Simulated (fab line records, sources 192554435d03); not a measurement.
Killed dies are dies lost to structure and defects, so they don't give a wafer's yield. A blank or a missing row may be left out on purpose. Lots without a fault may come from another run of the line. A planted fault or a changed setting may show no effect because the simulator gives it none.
Which tool did it? | flow n5_finfet | 13 lots, 36 wafers sampled, at 5 steps of a route of 1938

WHAT THE GAUGES READ, wafer by wafer
The record holds no reading of a measuring or inspecting step that can be judged against a usual standard deviation.

WHICH TOOL RAN EACH LOT (tool, then ch and the chambers of the sampled wafers, then the start)
lot  | N5_BEOL_M5_ANNEAL_82         | N5_BEOL_M5_SPUTTER_83        | N5_BEOL_M5_ANNEAL_51             | N5_BEOL_M6_ILD_DEP_00           | N5_PASSIVATION_PROBE_49
L913 | pvd_sputter-01, day 9 02:26  | pvd_sputter-01, day 9 03:26  | rtp_anneal-02 ch 0, day 9 05:49  | pecvd-01 ch 0,2, day 9 06:44    | prober-02, day 13 06:20
L917 | pvd_sputter-01, day 9 16:12  | pvd_sputter-01, day 9 17:12  | rtp_anneal-01 ch 0, day 9 19:35  | pecvd-01 ch 1,2, day 9 20:55    | prober-01, day 13 10:39
L916 | pvd_sputter-02, day 9 20:11  | pvd_sputter-02, day 9 21:11  | rtp_anneal-02 ch 0, day 10 00:05 | pecvd-03 ch 0, day 10 01:01     | prober-01, day 13 17:20
L918 | pvd_sputter-03, day 10 11:08 | pvd_sputter-03, day 10 12:09 | rtp_anneal-01 ch 0, day 10 14:37 | pecvd-01 ch 0,1, day 10 15:26   | prober-02, day 14 09:16
L919 | pvd_sputter-02, day 10 13:32 | pvd_sputter-02, day 10 14:33 | rtp_anneal-01 ch 0, day 10 16:56 | pecvd-03 ch 1,2, day 10 17:51   | prober-01, day 14 12:51
L920 | pvd_sputter-02, day 10 18:25 | pvd_sputter-02, day 10 19:25 | rtp_anneal-01 ch 0, day 10 21:47 | pecvd-03 ch 0,2, day 10 22:58   | prober-01, day 14 23:11
L921 | pvd_sputter-01, day 11 05:44 | pvd_sputter-01, day 11 06:44 | rtp_anneal-01 ch 0, day 11 09:28 | pecvd-03 ch 1,2, day 11 10:23   | prober-01, day 15 04:22
L922 | pvd_sputter-02, day 11 12:00 | pvd_sputter-02, day 11 13:00 | rtp_anneal-02 ch 0, day 11 15:24 | pecvd-03 ch 0,1,2, day 11 16:35 | prober-02, day 15 18:56
L926 | pvd_sputter-03, day 11 14:48 | pvd_sputter-03, day 11 15:49 | rtp_anneal-01 ch 0, day 11 18:11 | pecvd-04 ch 0,2, day 11 19:23   | prober-01, day 15 14:20
L924 | pvd_sputter-01, day 11 17:13 | pvd_sputter-01, day 11 18:14 | rtp_anneal-01 ch 0, day 11 20:43 | pecvd-03 ch 0,2, day 11 21:56   | prober-01, day 15 20:23
L927 | pvd_sputter-01, day 12 10:55 | pvd_sputter-01, day 12 11:56 | rtp_anneal-01 ch 0, day 12 14:19 | pecvd-03 ch 1,2, day 12 15:13   | prober-01, day 16 11:33
L930 | pvd_sputter-03, day 13 13:44 | pvd_sputter-03, day 13 14:45 | rtp_anneal-02 ch 0, day 13 17:08 | pecvd-01 ch 0,1, day 13 18:02   | prober-01, day 17 12:42
L933 | pvd_sputter-01, day 14 09:41 | pvd_sputter-01, day 14 10:42 | rtp_anneal-01 ch 0, day 14 13:05 | pecvd-04 ch 0,1,2, day 14 14:06 | prober-01, day 18 11:00
- N5_BEOL_M5_ANNEAL_82: time 1800 s.
- N5_BEOL_M5_SPUTTER_83: material Cu, target thk 15 nm, time 27.62 s.
- N5_BEOL_M5_ANNEAL_51: time 90 s.
- N5_BEOL_M6_ILD_DEP_00: deposits SiCOH lowk from DEMS/porogen, target thk 179.75 nm, time 33.4 s.
- N5_PASSIVATION_PROBE_49

WHAT THE TOOLS THEMSELVES READ (means of the sampled wafers that have a number; where no wafer has one, the mark that the record gives instead)
N5_BEOL_M5_ANNEAL_82. Usual: heater_power_w 901 W, standard deviation 71.
lot  | tool           | heater_power_w (W) | flag
L913 | pvd_sputter-01 | 976                |
L917 | pvd_sputter-01 | 952                |
L916 | pvd_sputter-02 | 860                |
L918 | pvd_sputter-03 | 896                |
L919 | pvd_sputter-02 | 857                |
L920 | pvd_sputter-02 | 844                |
L921 | pvd_sputter-01 | 935                |
L922 | pvd_sputter-02 | 848                |
L926 | pvd_sputter-03 | 873                |
L924 | pvd_sputter-01 | 1023               |
L927 | pvd_sputter-01 | 955                |
L930 | pvd_sputter-03 | 933                |
L933 | pvd_sputter-01 | 971                |

N5_BEOL_M5_SPUTTER_83. Usual: throttle_valve_pct 29.6 %, standard deviation 0.96.
lot  | tool           | throttle_valve_pct (%) | flag
L913 | pvd_sputter-01 | 28.6                   |
L917 | pvd_sputter-01 | 29.1                   |
L916 | pvd_sputter-02 | 29.0                   |
L918 | pvd_sputter-03 | 30.1                   |
L919 | pvd_sputter-02 | 29.5                   |
L920 | pvd_sputter-02 | 29.8                   |
L921 | pvd_sputter-01 | 29.4                   |
L922 | pvd_sputter-02 | 29.0                   |
L926 | pvd_sputter-03 | 29.8                   |
L924 | pvd_sputter-01 | 29.8                   |
L927 | pvd_sputter-01 | 30.5                   |
L930 | pvd_sputter-03 | 29.8                   |
L933 | pvd_sputter-01 | 30.3                   |

N5_BEOL_M5_ANNEAL_51. Usual: wafer_temp_C_max 226.1, standard deviation 0.53.
lot  | tool          | wafer_temp_C_max | flag
L913 | rtp_anneal-02 | 226.6            |
L917 | rtp_anneal-01 | 225.9            |
L916 | rtp_anneal-02 | 226.4            |
L918 | rtp_anneal-01 | 225.5            |
L919 | rtp_anneal-01 | 225.7            |
L920 | rtp_anneal-01 | 225.9            |
L921 | rtp_anneal-01 | 225.6            |
L922 | rtp_anneal-02 | 226.4            |
L926 | rtp_anneal-01 | 225.6            |
L924 | rtp_anneal-01 | 225.8            |
L927 | rtp_anneal-01 | 225.8            |
L930 | rtp_anneal-02 | 227.0            |
L933 | rtp_anneal-01 | 225.7            |

N5_BEOL_M6_ILD_DEP_00. Usual: heater_power_w 302 W, standard deviation 64; showerhead_plenum_p_Torr 5.738 Torr, standard deviation 0.012; susceptor_temp_C 299.98 C, standard deviation 0.19; throttle_valve_pct 13.7 %, standard deviation 0.74.
lot  | tool     | heater_power_w (W) | showerhead_plenum_p_Torr (Torr) | susceptor_temp_C (C) | throttle_valve_pct (%) | flag
L913 | pecvd-01 | 260                | 5.755                           | 300.05               | 13.4                   |
L917 | pecvd-01 | 356                | 5.733                           | 300.19               | 14.1                   |
L916 | pecvd-03 | 282                | 5.737                           | 300.05               | 13.9                   |
L918 | pecvd-01 | 298                | 5.740                           | 299.99               | 13.8                   |
L919 | pecvd-03 | 268                | 5.731                           | 299.94               | 13.9                   |
L920 | pecvd-03 | 308                | 5.732                           | 300.01               | 13.0                   |
L921 | pecvd-03 | 285                | 5.723                           | 300.10               | 13.1                   |
L922 | pecvd-03 | 283                | 5.734                           | 300.11               | 13.8                   |
L926 | pecvd-04 | 317                | 5.736                           | 299.78               | 13.6                   |
L924 | pecvd-03 | 302                | 5.733                           | 295.73               | 12.9                   | OFF
L927 | pecvd-03 | 247                | 5.732                           | 295.61               | 14.1                   | OFF
L930 | pecvd-01 | 367                | 5.741                           | 299.99               | 14.0                   |
L933 | pecvd-04 | 294                | 5.743                           | 299.96               | 13.9                   |

N5_PASSIVATION_PROBE_49. Usual: defect_limited_yield 91.3 %, standard deviation 1.4; killed_at_M0_to_M3 33, standard deviation 9.9; killed_at_M4_up 15, standard deviation 5.6; killed_at_contacts 13, standard deviation 5.7; killed_at_front_end 38, standard deviation 12; killed_at_other 4, standard deviation 3.1; killed_dies 103, standard deviation 17; killed_on_rim 13, standard deviation 4; killed_open 66, standard deviation 13; killed_short 32, standard deviation 7.8; sort_bin_4_leakage 0.02 %, standard deviation 0.16; sort_bin_5_function 5.1 %, standard deviation 0.95; sort_bin_6_memory 3.2 %, standard deviation 0.68; sort_bin_8_speed 0.02 %, standard deviation 0.22; sort_n_pass 1077, standard deviation 17; sort_yield_pct 91.3 %, standard deviation 1.5.
lot  | tool      | defect_limited_yield (%) | killed_at_M0_to_M3 | killed_at_M4_up | killed_at_contacts | killed_at_front_end | killed_at_other | killed_dies | killed_on_rim | killed_open | killed_short | sort_bin_4_leakage (%) | sort_bin_5_function (%) | sort_bin_6_memory (%) | sort_bin_8_speed (%) | sort_n_pass | sort_yield_pct (%) | flag
L913 | prober-02 | 90.6                     | 50                 | 16              | 12                 | 29                  | 5               | 112         | 16            | 66          | 44           | 0.00                   | 5.2                     | 3.8                   | 0.00                 | 1068        | 90.6               |
L917 | prober-01 | 91.9                     | 27                 | 18              | 12                 | 35                  | 3               | 96          | 14            | 60          | 32           | 0.00                   | 4.3                     | 3.4                   | 0.00                 | 1084        | 91.9               |
L916 | prober-01 | 88.8                     | 32                 | 11              | 18                 | 66                  | 6               | 132         | 18            | 94          | 36           | 0.00                   | 7.1                     | 3.7                   | 0.00                 | 1048        | 88.8               |
L918 | prober-02 | 90.9                     | 28                 | 16              | 18                 | 43                  | 2               | 107         | 16            | 67          | 34           | 0.42                   | 5.8                     | 2.8                   | 0.00                 | 1068        | 90.5               |
L919 | prober-01 | 92.1                     | 25                 | 21              | 8                  | 36                  | 3               | 93          | 10            | 64          | 28           | 0.00                   | 4.5                     | 3.1                   | 0.00                 | 1087        | 92.1               |
L920 | prober-01 | 92.3                     | 30                 | 15              | 11                 | 26                  | 9               | 91          | 15            | 57          | 29           | 0.00                   | 4.4                     | 2.9                   | 0.00                 | 1089        | 92.3               |
L921 | prober-01 | 91.1                     | 43                 | 15              | 12                 | 33                  | 2               | 105         | 10            | 63          | 38           | 0.00                   | 5.1                     | 3.5                   | 0.00                 | 1075        | 91.1               |
L922 | prober-02 | 91.4                     | 32                 | 10              | 15                 | 43                  | 2               | 102         | 16            | 73          | 26           | 0.00                   | 5.3                     | 3.1                   | 0.00                 | 1078        | 91.4               |
L926 | prober-01 | 91.2                     | 44                 | 11              | 14                 | 31                  | 3               | 103         | 10            | 69          | 30           | 0.00                   | 5.0                     | 3.3                   | 0.00                 | 1077        | 91.2               |
L924 | prober-01 | 91.0                     | 36                 | 10              | 18                 | 37                  | 6               | 106         | 13            | 64          | 37           | 0.00                   | 5.3                     | 3.3                   | 0.00                 | 1074        | 91.0               |
L927 | prober-01 | 92.2                     | 32                 | 13              | 7                  | 40                  | 1               | 92          | 11            | 63          | 26           | 0.00                   | 4.7                     | 2.9                   | 0.00                 | 1088        | 92.2               |
L930 | prober-01 | 91.7                     | 28                 | 12              | 12                 | 39                  | 7               | 98          | 11            | 61          | 34           | 0.00                   | 4.5                     | 3.3                   | 0.00                 | 1082        | 91.7               |
L933 | prober-01 | 92.0                     | 25                 | 11              | 10                 | 40                  | 8               | 95          | 14            | 66          | 26           | 0.00                   | 4.6                     | 3.3                   | 0.90                 | 1075        | 91.0               | OFF

THE ANSWER, worked out from the rows above alone
Rule: a lot is off if the mean of its wafers that have a number lies more than 3 standard deviations from the usual mean. A lot without any number at a reading at which 4 lots or more have one is off too. The other lots that the step has rows for count as sound. The gauges are gone through in route order, then the tools' own readings, and for those a lot's mean is taken as printed above. The first step at which some lot is off is used, and at that step the reading that is off furthest; a lot without a number counts as furthest.
Off: L924, L927, at N5_BEOL_M6_ILD_DEP_00 (susceptor_temp_C).
A tool fits if, at that step or a process step before it, it ran every lot that is off, and no sound lot after the first of them. One fits: pecvd-03 at N5_BEOL_M6_ILD_DEP_00. Its last sound lot is L922 (day 11 16:35), its first lot that is off L924 (day 11 21:56): a fault that began between those two fits.
The tool's own readings at N5_BEOL_M6_ILD_DEP_00 bear it out: on the lots that are off they differ by more than 5 times the standard deviation of the sound lots' means. susceptor_temp_C reads 295.67 C there against 300.02 C on the sound lots.

WHAT THE SIMULATOR HAD PUT IN
Process parameter drift: pecvd-03, from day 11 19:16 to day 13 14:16, at N5_BEOL_M6_ILD_DEP_00. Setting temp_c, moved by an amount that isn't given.
Lots struck among those shown: L924, L927. The rule above found the same.
